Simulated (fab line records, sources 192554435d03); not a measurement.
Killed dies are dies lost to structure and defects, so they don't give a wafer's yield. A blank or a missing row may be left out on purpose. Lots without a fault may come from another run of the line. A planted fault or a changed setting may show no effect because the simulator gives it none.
A struck lot beside a sound one | flow n5_finfet | 40 steps out of a route of 1938
Sound: wafers L974.2, L974.5, L974.6. Struck: wafers L969.3, L969.5. (L969.4 of the same lot was not struck and is left out.) The cause comes at the end.
At each step with rows: each side's tool, then ch and its chambers, then its first start. Under that, the readings that differ: sound wafers | struck wafers | difference of the means | sigmas: that difference in standard deviations of wafers without a fault.
alike: readings whose means differ by less than 2 such deviations, and words and numbers that are the same on both sides. not compared: withheld readings, readings that some wafer has no value for, bounds like >300 that may hide the same value, and numbers for which the record gives no deviation and whose values overlap.
The two part at a step that has a row with sigmas, a row that says differs or no value, or rows on one side only. Numbers that don't overlap but have no deviation are shown without sigmas and don't part them. A reading that every wafer of one side lacks parts them only if that side has two wafers or more.

first, 5 steps without rows for these wafers: N5_HKMG_FIN_ALD_91 (deposits TiN, target thk 1 nm, pulse time 1 s, purge time 3 s); N5_HKMG_FIN_COAT_85 (time 60 s, resist thk 300 nm); N5_HKMG_FIN_ETCH_86 (etches SOC in N2/H2, stops on TiN, target depth 393.2 nm); N5_HKMG_FIN_STRIP_89 (strips SOC in N2/H2, time 20 s); N5_HKMG_FIN_WET_ETCH_87 (etches TiN in SC1, time 154.2 s, target depth 4.7 nm, rinse time 30 s).
N5_HKMG_FIN_STRIP_88: strips in N2/H2, time 360 s.
  sound on plasma_asher-01 ch 0,1, day 8 23:21; struck on plasma_asher-01 ch 0, day 7 16:25
  alike: drypump_motor_current_A, heater_power_w, n2_flow_sccm, temp_c
  not compared: rf_hours_counter_h
then, 6 steps without rows for these wafers: N5_HKMG_FIN_NWFM_ALD_20 (deposits TiAlC, target thk 2 nm, pulse time 3 s, purge time 2 s); N5_HKMG_FIN_ALD_71 (deposits TiN, target thk 1 nm, pulse time 1 s, purge time 3 s); N5_HKMG_FIN_COAT_66 (time 60 s, resist thk 300 nm); N5_HKMG_FIN_ETCH_67 (etches SOC in N2/H2, stops on TiN, target depth 388.9 nm); N5_HKMG_FIN_STRIP_90 (strips SOC in N2/H2, time 20 s); N5_HKMG_FIN_WET_ETCH_73 (etches the open film in SC1, time 42.3 s, target depth 1.3 nm, rinse time 30 s).
N5_HKMG_FIN_ETCHBACK_68: etches the open film in Cl2/Ar, stops on HfO2, target depth 0.5 nm.
  sound on rie_metal-02 ch 0,1, day 9 00:23; struck on rie_metal-01 ch 0, day 7 17:22
  alike: drypump_motor_current_A, oes_product_au, throttle_valve_pct
  not compared: rf_hours_counter_h
N5_HKMG_FIN_STRIP_69: strips in N2/H2, time 360 s.
  sound on plasma_asher-02 ch 0,1, day 9 00:32; struck on plasma_asher-01 ch 1, day 7 17:35
  reading                     | sound                | struck        | difference | sigmas
  drypump_motor_current_A (A) | 5.9 5.7 5.9          | 5.1 5.1       | -0.7       | -2
  temp_c (C)                  | 300.19 300.12 300.14 | 299.55 299.59 | -0.58      | -3
  alike: heater_power_w, n2_flow_sccm
  not compared: rf_hours_counter_h
then, 6 steps without rows for these wafers: N5_HKMG_FIN_ALD_21 (deposits TiN, target thk 1.5 nm, pulse time 1 s, purge time 3 s); N5_HKMG_FIN_ALD_72 (deposits W, target thk 2 nm, pulse time 1 s, purge time 2 s); N5_HKMG_FIN_W_FILL_22 (material W, target thk 60 nm, time 18.2 s); N5_HKMG_FIN_PRECLEAN_83 (cleans in DIW, time 57.5 s); N5_HKMG_FIN_SRD_84 (dry time 32 s); N5_HKMG_FIN_CMP_23 (polishes, stops on SiNx, t overpolish 10 s, target thk 46.326 nm).
N5_HKMG_FIN_CMP_94: polishes, stops on SiNx, t overpolish 4.7 s, target thk 43.299 nm.
  sound on cmp-04 ch 0,2,3, day 9 02:01; struck on cmp-03 ch 0,3, day 7 18:54
  alike: motor_current_A, slurry_flow_ml_min
then, 2 steps without rows for these wafers: N5_GATE_CUT_ETCHBACK_00 (etches W in SF6/Cl2); N5_GATE_CUT_ETCH_56 (etches TiN in Cl2/Ar, target depth 21.6 nm).
N5_GATE_CUT_ETCHBACK_30: etches TiN in Cl2/Ar, target depth 3 nm.
  sound on rie_metal-01 ch 0,1, day 9 02:25; struck on rie_metal-03 ch 0, day 7 19:22
  alike: drypump_motor_current_A, oes_product_au, throttle_valve_pct
  not compared: rf_hours_counter_h
then, 5 steps without rows for these wafers: N5_GATE_CUT_VAPOR_ETCH_60 (etches HfO2 in BCl3/Cl2); N5_GATE_CUT_ETCH_58 (etches SiNx in CH3F/O2, target depth 17 nm, time 128.6 s); N5_GATE_CUT_STRIP_59 (strips in N2/H2, time 20 s); N5_GATE_CUT_PRECLEAN_31 (cleans in DIW, time 300 s); N5_GATE_CUT_SRD_32 (time 30 s).
N5_GATE_CUT_SAC_CAP_01: material SiNx, target thk 24 nm, pulse time 1 s, ald cycles 480.
  sound on ald_sin-01 ch 0,1, day 9 03:03; struck on ald_sin-03 ch 0,2, day 7 19:45
  alike: heater_power_w, precursor_pulse_height_rel
then, 9 steps without rows for these wafers: N5_GATE_CUT_PECVD_57 (deposits SiNx from SiH4/NH3/N2, target thk 21 nm); N5_GATE_CUT_CMP_02 (polishes, stops on SiO2, t overpolish 12.7 s, target thk 0 nm); N5_GATE_CUT_HM_DEP_46 (deposits SiO2 from TEOS/O2, target thk 130 nm, time 26.6 s); N5_GATE_CUT_COAT_34 (time 60 s, resist thk 60 nm); N5_GATE_CUT_COAT_35 (time 60 s, resist thk 10 nm); N5_GATE_CUT_COAT_27 (time 60 s, resist thk 10 nm); N5_GATE_CUT_COAT_07 (resist thk 30 nm); N5_GATE_CUT_EBR_09; N5_GATE_CUT_SOFTBAKE_08 (time 60 s).
-- the record jumps here: 7 days lie between the struck wafers' starts before and after (it left off in module GATE_CUT and takes up again in module PASSIVATION, whose first step shown is number 1936 of the route) --
N5_PASSIVATION_PROBE_49:
  the record has rows for the struck wafers here (prober-01, day 15 06:50) and none for the sound ones

WHERE THEY PART
First at N5_HKMG_FIN_STRIP_69; last, within this record, at N5_PASSIVATION_PROBE_49.

WHY: what the simulator had put in
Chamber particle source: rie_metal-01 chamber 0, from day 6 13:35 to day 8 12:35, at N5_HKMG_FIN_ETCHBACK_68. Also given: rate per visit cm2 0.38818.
